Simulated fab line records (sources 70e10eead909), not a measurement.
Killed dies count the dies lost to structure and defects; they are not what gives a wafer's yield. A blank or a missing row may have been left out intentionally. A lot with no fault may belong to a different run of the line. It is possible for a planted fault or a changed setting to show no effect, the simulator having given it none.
Check for tools in common || flow nand_harc || 12 lots and 36 wafers in the sample

## REASON IT WAS OPENED
At NHARC_END_SORT_01 the reading killed_at_periphery is flagged on 2 of 12 lots. Wafers without a fault read 3.1, standard deviation 2.
Rule: a lot is flagged in two cases, either no wafer of it has a number, or all its wafers with numbers fall more than 4 standard deviations from that mean. The other lots count as sound.

{"lot": "L919", "measured": "day 24 18:54", "on": "prober-01", "killed_at_periphery, wafer by wafer": "3 1 3", "flag": ""}
{"lot": "L921", "measured": "day 25 01:46", "on": "prober-02", "killed_at_periphery, wafer by wafer": "6 3 3", "flag": ""}
{"lot": "L922", "measured": "day 25 13:47", "on": "prober-02", "killed_at_periphery, wafer by wafer": "4 3 4", "flag": ""}
{"lot": "L924", "measured": "day 26 06:21", "on": "prober-01", "killed_at_periphery, wafer by wafer": "5 10 8", "flag": ""}
{"lot": "L925", "measured": "day 26 16:31", "on": "prober-02", "killed_at_periphery, wafer by wafer": "6 1 2", "flag": ""}
{"lot": "L926", "measured": "day 26 23:11", "on": "prober-01", "killed_at_periphery, wafer by wafer": "6 1 3", "flag": ""}
{"lot": "L928", "measured": "day 28 06:05", "on": "prober-01", "killed_at_periphery, wafer by wafer": "602 597 609", "flag": "FLAGGED"}
{"lot": "L929", "measured": "day 28 11:41", "on": "prober-02", "killed_at_periphery, wafer by wafer": "655 649 655", "flag": "FLAGGED"}
{"lot": "L937", "measured": "day 32 05:50", "on": "prober-01", "killed_at_periphery, wafer by wafer": "4 2 3", "flag": ""}
{"lot": "L936", "measured": "day 32 08:10", "on": "prober-02", "killed_at_periphery, wafer by wafer": "4 4 5", "flag": ""}
{"lot": "L942", "measured": "day 33 23:48", "on": "prober-02", "killed_at_periphery, wafer by wafer": "5 2 4", "flag": ""}
{"lot": "L940", "measured": "day 34 16:57", "on": "prober-01", "killed_at_periphery, wafer by wafer": "3 7 5", "flag": ""}
Averaged over the flagged lots the numbers come to 627.8, +624.7 from the usual (+99 or more standard deviations).

## EACH LOT AND THE TOOL IT RAN ON
3 process steps preceding the reading are held in the record, out of 1302 steps in the route. Each cell gives the tool, then ch followed by the chambers the sampled wafers passed through, then the start.
{"lot": "L919", "flag": "", "NHARC_P_ZERO_WELL_RTA_42": "rtp_anneal-02 ch 0, day 2 02:44", "NHARC_P_STI_ETCH_31": "rie_diel-07 ch 0,2,3, day 2 20:43", "NHARC_P_STI_CMP_21": "cmp-01 ch 0,1, day 3 17:59"}
{"lot": "L921", "flag": "", "NHARC_P_ZERO_WELL_RTA_42": "rtp_anneal-01 ch 0, day 2 23:09", "NHARC_P_STI_ETCH_31": "rie_diel-05 ch 0,1, day 3 15:10", "NHARC_P_STI_CMP_21": "cmp-03 ch 1,2, day 4 09:26"}
{"lot": "L922", "flag": "", "NHARC_P_ZERO_WELL_RTA_42": "rtp_anneal-02 ch 0, day 3 08:52", "NHARC_P_STI_ETCH_31": "rie_diel-05 ch 0,1,2, day 4 02:19", "NHARC_P_STI_CMP_21": "cmp-04 ch 1,2,3, day 4 23:08"}
{"lot": "L924", "flag": "", "NHARC_P_ZERO_WELL_RTA_42": "rtp_anneal-01 ch 0, day 4 04:54", "NHARC_P_STI_ETCH_31": "rie_diel-05 ch 0,1,3, day 4 20:35", "NHARC_P_STI_CMP_21": "cmp-03 ch 0,2,3, day 5 14:24"}
{"lot": "L925", "flag": "", "NHARC_P_ZERO_WELL_RTA_42": "rtp_anneal-01 ch 0, day 4 18:51", "NHARC_P_STI_ETCH_31": "rie_diel-05 ch 1,2, day 5 10:21", "NHARC_P_STI_CMP_21": "cmp-03 ch 0,2, day 6 05:58"}
{"lot": "L926", "flag": "", "NHARC_P_ZERO_WELL_RTA_42": "rtp_anneal-02 ch 0, day 5 01:02", "NHARC_P_STI_ETCH_31": "rie_diel-05 ch 1,2, day 5 17:02", "NHARC_P_STI_CMP_21": "cmp-01 ch 0,3, day 6 11:28"}
{"lot": "L928", "flag": "FLAGGED", "NHARC_P_ZERO_WELL_RTA_42": "rtp_anneal-02 ch 0, day 5 20:46", "NHARC_P_STI_ETCH_31": "rie_diel-05 ch 0,2,3, day 6 12:18", "NHARC_P_STI_CMP_21": "cmp-01 ch 1,3, day 7 07:43"}
{"lot": "L929", "flag": "FLAGGED", "NHARC_P_ZERO_WELL_RTA_42": "rtp_anneal-01 ch 0, day 6 07:08", "NHARC_P_STI_ETCH_31": "rie_diel-05 ch 0,3, day 7 01:08", "NHARC_P_STI_CMP_21": "cmp-04 ch 0,1,2, day 7 19:26"}
{"lot": "L937", "flag": "", "NHARC_P_ZERO_WELL_RTA_42": "rtp_anneal-02 ch 0, day 9 14:50", "NHARC_P_STI_ETCH_31": "rie_diel-07 ch 0,2, day 10 12:35", "NHARC_P_STI_CMP_21": "cmp-04 ch 1,3, day 11 11:02"}
{"lot": "L936", "flag": "", "NHARC_P_ZERO_WELL_RTA_42": "rtp_anneal-01 ch 0, day 9 05:19", "NHARC_P_STI_ETCH_31": "rie_diel-11 ch 0,2,3, day 9 21:52", "NHARC_P_STI_CMP_21": "cmp-03 ch 1,2, day 10 20:23"}
{"lot": "L942", "flag": "", "NHARC_P_ZERO_WELL_RTA_42": "rtp_anneal-01 ch 0, day 11 16:55", "NHARC_P_STI_ETCH_31": "rie_diel-07 ch 0,1,2, day 12 08:18", "NHARC_P_STI_CMP_21": "cmp-03 ch 0,1,2, day 13 04:01"}
{"lot": "L940", "flag": "", "NHARC_P_ZERO_WELL_RTA_42": "rtp_anneal-02 ch 0, day 10 22:28", "NHARC_P_STI_ETCH_31": "rie_diel-05 ch 0,1, day 11 15:11", "NHARC_P_STI_CMP_21": "cmp-01 ch 0,1,2, day 12 09:34"}
These steps, and what they do:
- NHARC_P_ZERO_WELL_RTA_42: time 300 s.
- NHARC_P_STI_ETCH_31: etches the open film in CF4/CHF3, target depth 108.9 nm, time 54.5 s.
- NHARC_P_STI_CMP_21: polishes, t overpolish 20 s, target thk 380.67 nm.
- NHARC_END_SORT_01

## FLAGGED AGAINST TOTAL, ONE TOOL AT A TIME (gauges that did the reading follow at the end)
{"step": "NHARC_P_ZERO_WELL_RTA_42", "tool": "rtp_anneal-01", "lots run": 6, "flagged": 1, "share of the flagged lots": "some", "sound lots run after its first flagged lot": "2 (L936,L942)"}
{"step": "NHARC_P_ZERO_WELL_RTA_42", "tool": "rtp_anneal-02", "lots run": 6, "flagged": 1, "share of the flagged lots": "some", "sound lots run after its first flagged lot": "2 (L937,L940)"}
{"step": "NHARC_P_STI_ETCH_31", "tool": "rie_diel-05", "lots run": 8, "flagged": 2, "share of the flagged lots": "all", "sound lots run after its first flagged lot": "1 (L940)"}
{"step": "NHARC_P_STI_ETCH_31", "tool": "rie_diel-07", "lots run": 3, "flagged": 0, "share of the flagged lots": "none", "sound lots run after its first flagged lot": "-"}
{"step": "NHARC_P_STI_ETCH_31", "tool": "rie_diel-11", "lots run": 1, "flagged": 0, "share of the flagged lots": "none", "sound lots run after its first flagged lot": "-"}
{"step": "NHARC_P_STI_CMP_21", "tool": "cmp-01", "lots run": 4, "flagged": 1, "share of the flagged lots": "some", "sound lots run after its first flagged lot": "1 (L940)"}
{"step": "NHARC_P_STI_CMP_21", "tool": "cmp-03", "lots run": 5, "flagged": 0, "share of the flagged lots": "none", "sound lots run after its first flagged lot": "-"}
{"step": "NHARC_P_STI_CMP_21", "tool": "cmp-04", "lots run": 3, "flagged": 1, "share of the flagged lots": "some", "sound lots run after its first flagged lot": "1 (L937)"}
{"step": "NHARC_END_SORT_01", "tool": "prober-01", "lots run": 6, "flagged": 1, "share of the flagged lots": "some", "sound lots run after its first flagged lot": "2 (L937,L940)"}
{"step": "NHARC_END_SORT_01", "tool": "prober-02", "lots run": 6, "flagged": 1, "share of the flagged lots": "some", "sound lots run after its first flagged lot": "2 (L936,L942)"}

## WHAT THE TABLE PERMITS
Rows of the table that ran each flagged lot: 1, that is rie_diel-05 at NHARC_P_STI_ETCH_31.
- rie_diel-05 at NHARC_P_STI_ETCH_31: 2 of its 8 lots flagged. Lots that were sound ran on it after the first flagged one (L940); a persistent fault on the entire tool would not allow that. On the flagged lots its readings are blank where sound lots have values: bias_w, cf4_flow_sccm, drypump_motor_current_A, mfc_ar_sccm and 4 more.
Not one row of the table ran every flagged lot while running no sound lot after the first.

## WHAT THE SIMULATOR HAD PUT IN
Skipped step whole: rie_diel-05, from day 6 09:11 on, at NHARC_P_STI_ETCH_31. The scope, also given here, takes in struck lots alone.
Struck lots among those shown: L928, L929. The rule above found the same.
